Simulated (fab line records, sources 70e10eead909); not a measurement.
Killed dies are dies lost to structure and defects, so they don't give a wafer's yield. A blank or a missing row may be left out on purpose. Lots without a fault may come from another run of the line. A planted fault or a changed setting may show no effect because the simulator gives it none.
Which tool did it? | flow nand_harc | 13 lots, 37 wafers sampled, at 6 steps of a route of 1159

WHAT THE GAUGES READ, wafer by wafer
NHARC_A_ONON_D1_THK_MEAS_27: measures by ellipsometry. Usual: thk_nm 1002 nm, standard deviation 11.
lot  | measured     | on            | thk_nm (nm)    | flag
L165 | day 8 11:22  | film_metro-01 | 998 1002 1000  |
L167 | day 8 11:23  | film_metro-02 | 1016 1016 1015 |
L166 | day 8 18:34  | film_metro-01 | 998 997 996    |
L169 | day 8 22:22  | film_metro-01 | 993 993 993    |
L168 | day 8 22:26  | film_metro-02 | 994 994 994    |
L171 | day 9 21:26  | film_metro-02 | 1009 1008 1009 |
L179 | day 11 06:30 | film_metro-01 | 1009 1010      |
L177 | day 11 06:52 | film_metro-01 | 1014 1013      |
L180 | day 12 08:43 | film_metro-01 | 982 980 982    |
L182 | day 12 16:20 | film_metro-01 | 1000 1002 1001 |
L183 | day 12 16:22 | film_metro-01 | 1012 1011 1013 |
L185 | day 13 06:40 | film_metro-02 | 993 995 995    |
L187 | day 13 18:37 | film_metro-02 | 994 994 996    |

NHARC_A_ONON_D1_THK_MEAS_30: measures by ellipsometry. Usual: thk_nm 1000 nm, standard deviation 9.3.
lot  | measured     | on            | thk_nm (nm)    | flag
L165 | day 8 12:04  | film_metro-01 | 989 987 990    |
L167 | day 8 12:04  | film_metro-01 | 1011 1009 1010 |
L166 | day 8 19:10  | film_metro-01 | 1010 1009 1011 |
L169 | day 8 22:56  | film_metro-02 | 992 992 992    |
L168 | day 8 23:00  | film_metro-01 | 1007 1007 1009 |
L171 | day 9 21:59  | film_metro-01 | 1001 999 1002  |
L179 | day 11 07:13 | film_metro-01 | 1014 1629      | OFF
L177 | day 11 07:34 | film_metro-02 | 1615 1616      | OFF
L180 | day 12 09:16 | film_metro-01 | 997 998 998    |
L182 | day 12 16:54 | film_metro-01 | 989 990 989    |
L183 | day 12 16:55 | film_metro-02 | 992 990 991    |
L185 | day 13 07:21 | film_metro-02 | 992 995 996    |
L187 | day 13 19:11 | film_metro-02 | 999 1000 999   |

NHARC_END_SORT_01. Usual: killed_at_array 25, standard deviation 9.2; killed_at_other 0.9, standard deviation 1.3; killed_at_periphery 3.3, standard deviation 2.3; killed_dies 29, standard deviation 9.6; killed_open 3.2, standard deviation 1.8; killed_short 2, standard deviation 1.4.
lot  | measured     | on        | killed_at_array | killed_at_other | killed_at_periphery | killed_dies | killed_open | killed_short | flag
L179 | day 23 01:30 | prober-01 | 14 669          | 6 4             | 3 4                 | 23 677      | 3 4         | 4 2          | OFF
L177 | day 22 10:40 | prober-01 | 674 676         | 0 0             | 3 1                 | 677 677     | 6 3         | 2 0          | OFF

WHICH TOOL RAN EACH LOT (tool, then ch and the chambers of the sampled wafers, then the start)
lot  | NHARC_A_ONON_D1_DEP_28           | NHARC_A_CHANNEL_HOLE_D1_DEP_01  | NHARC_A_CHANNEL_HOLE_D1_ETCH_38
L165 | pecvd_onon-01 ch 0, day 8 11:33  | pecvd-02 ch 0,1,2, day 8 16:43  | rie_diel-09 ch 0,1,3, day 8 17:35
L167 | pecvd_onon-03 ch 0, day 8 11:34  | pecvd-03 ch 0,2, day 8 16:55    | rie_diel-01 ch 0,1,3, day 8 17:56
L166 | pecvd_onon-01 ch 0, day 8 18:39  | pecvd-03 ch 0,1, day 8 23:25    | rie_diel-08 ch 0,1,2, day 9 00:14
L169 | pecvd_onon-01 ch 0, day 8 22:25  | pecvd-02 ch 0,1, day 9 01:42    | rie_diel-09 ch 0,1,3, day 9 02:42
L168 | pecvd_onon-03 ch 0, day 8 22:29  | pecvd-01 ch 0,1, day 9 03:10    | rie_diel-01 ch 0,3, day 9 04:14
L171 | pecvd_onon-03 ch 0, day 9 21:32  | pecvd-01 ch 0,1,2, day 10 00:33 | rie_diel-08 ch 1,2, day 10 01:35
L179 | pecvd_onon-01 ch 0, day 11 06:43 | pecvd-03 ch 0, day 11 10:55     | rie_diel-09 ch 3, day 11 11:53
L177 | pecvd_onon-01 ch 0, day 11 07:14 | -                               | -
L180 | pecvd_onon-03 ch 0, day 12 08:49 | pecvd-01 ch 0,1,2, day 12 11:59 | rie_diel-09 ch 0,1, day 12 12:57
L182 | pecvd_onon-04 ch 0, day 12 16:27 | pecvd-01 ch 0,1, day 12 19:52   | rie_diel-09 ch 2,3, day 12 20:49
L183 | pecvd_onon-03 ch 0, day 12 16:28 | pecvd-02 ch 0,1, day 12 19:40   | rie_diel-08 ch 0,1,2, day 12 20:41
L185 | pecvd_onon-03 ch 0, day 13 06:50 | pecvd-01 ch 1,2, day 13 10:21   | rie_diel-08 ch 0,1,3, day 13 11:26
L187 | pecvd_onon-04 ch 0, day 13 18:40 | pecvd-02 ch 0,1, day 13 23:22   | rie_diel-09 ch 0,3, day 14 00:22
- NHARC_A_ONON_D1_DEP_28: target thk 1000 nm.
- NHARC_A_CHANNEL_HOLE_D1_DEP_01: deposits SiON, target thk 140 nm.
- NHARC_A_CHANNEL_HOLE_D1_ETCH_38: etches the open film in CF4, target depth 39 nm, time 65 s.

WHAT THE TOOLS THEMSELVES READ (means of the sampled wafers that have a number; where no wafer has one, the mark that the record gives instead)
NHARC_A_CHANNEL_HOLE_D1_DEP_01. Usual: heater_power_outer_w 485 W, standard deviation 57; heater_power_w 816 W, standard deviation 76.
lot  | tool     | heater_power_outer_w (W) | heater_power_w (W) | flag
L165 | pecvd-02 | 498                      | 842                |
L167 | pecvd-03 | 502                      | 828                |
L166 | pecvd-03 | 444                      | 798                |
L169 | pecvd-02 | 503                      | 839                |
L168 | pecvd-01 | 439                      | 764                |
L171 | pecvd-01 | 484                      | 823                |
L179 | pecvd-03 | 429                      | 794                |
L180 | pecvd-01 | 464                      | 790                |
L182 | pecvd-01 | 491                      | 839                |
L183 | pecvd-02 | 583                      | 928                |
L185 | pecvd-01 | 436                      | 751                |
L187 | pecvd-02 | 516                      | 833                |

NHARC_A_CHANNEL_HOLE_D1_ETCH_38. Usual: cf4_flow_sccm 149.9 sccm, standard deviation 0.46; drypump_motor_current_A 5.7 A, standard deviation 0.53; oes_product_au 0.999 a.u., standard deviation 0.0092; rf_vpp_V 151.2 V, standard deviation 1.3; showerhead_plenum_p_Torr 1.76 Torr, standard deviation 0.085; throttle_valve_pct 13.284 %, standard deviation 0.0091.
lot  | tool        | cf4_flow_sccm (sccm) | drypump_motor_current_A (A) | oes_product_au (a.u.) | rf_vpp_V (V) | showerhead_plenum_p_Torr (Torr) | throttle_valve_pct (%) | flag
L165 | rie_diel-09 | 150.5                | 5.1                         | 0.996                 | 151.5        | 1.78                            | 13.287                 |
L167 | rie_diel-01 | 150.0                | 5.6                         | 0.993                 | 150.7        | 1.72                            | 13.292                 |
L166 | rie_diel-08 | 149.7                | 6.2                         | 1.006                 | 153.0        | 1.85                            | 13.282                 |
L169 | rie_diel-09 | 150.2                | 5.2                         | 0.998                 | 151.1        | 1.78                            | 13.283                 |
L168 | rie_diel-01 | 150.2                | 5.3                         | 1.001                 | 150.9        | 1.76                            | 13.280                 |
L171 | rie_diel-08 | 150.1                | 6.3                         | 1.005                 | 151.0        | 1.85                            | 13.293                 |
L179 | rie_diel-09 | 149.8                | 5.3                         | 0.990                 | 153.1        | 1.88                            | 13.285                 |
L180 | rie_diel-09 | 150.2                | 5.1                         | 1.009                 | 149.7        | 1.71                            | 13.281                 |
L182 | rie_diel-09 | 150.1                | 5.3                         | 1.003                 | 151.1        | 1.74                            | 13.281                 |
L183 | rie_diel-08 | 150.3                | 6.2                         | 0.999                 | 152.5        | 1.84                            | 13.285                 |
L185 | rie_diel-08 | 149.9                | 6.2                         | 1.006                 | 151.3        | 1.79                            | 13.280                 |
L187 | rie_diel-09 | 150.0                | 5.2                         | 1.000                 | 151.9        | 1.81                            | 13.285                 |

THE ANSWER, worked out from the rows above alone
Rule: a lot is off if the mean of its wafers that have a number lies more than 3 standard deviations from the usual mean. A lot without any number at a reading at which 4 lots or more have one is off too. The other lots that the step has rows for count as sound. The gauges are gone through in route order, then the tools' own readings, and for those a lot's mean is taken as printed above. The first step at which some lot is off is used, and at that step the reading that is off furthest; a lot without a number counts as furthest.
Off: L179, L177, at NHARC_A_ONON_D1_THK_MEAS_30 (thk_nm).
A tool fits if, at a process step before that reading, it ran every lot that is off, and no sound lot after the first of them. The gauges at NHARC_A_ONON_D1_THK_MEAS_30 aren't tried: what is off there is off at NHARC_END_SORT_01 too, on other tools, and a gauge's error can't cause that. One fits: pecvd_onon-01 at NHARC_A_ONON_D1_DEP_28. Its last sound lot is L169 (day 8 22:25), its first lot that is off L179 (day 11 06:43): a fault that began between those two fits.

WHAT THE SIMULATOR HAD PUT IN
Process parameter drift: pecvd_onon-01, from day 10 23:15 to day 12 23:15, at NHARC_A_ONON_D1_DEP_28. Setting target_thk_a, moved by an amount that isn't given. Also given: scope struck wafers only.
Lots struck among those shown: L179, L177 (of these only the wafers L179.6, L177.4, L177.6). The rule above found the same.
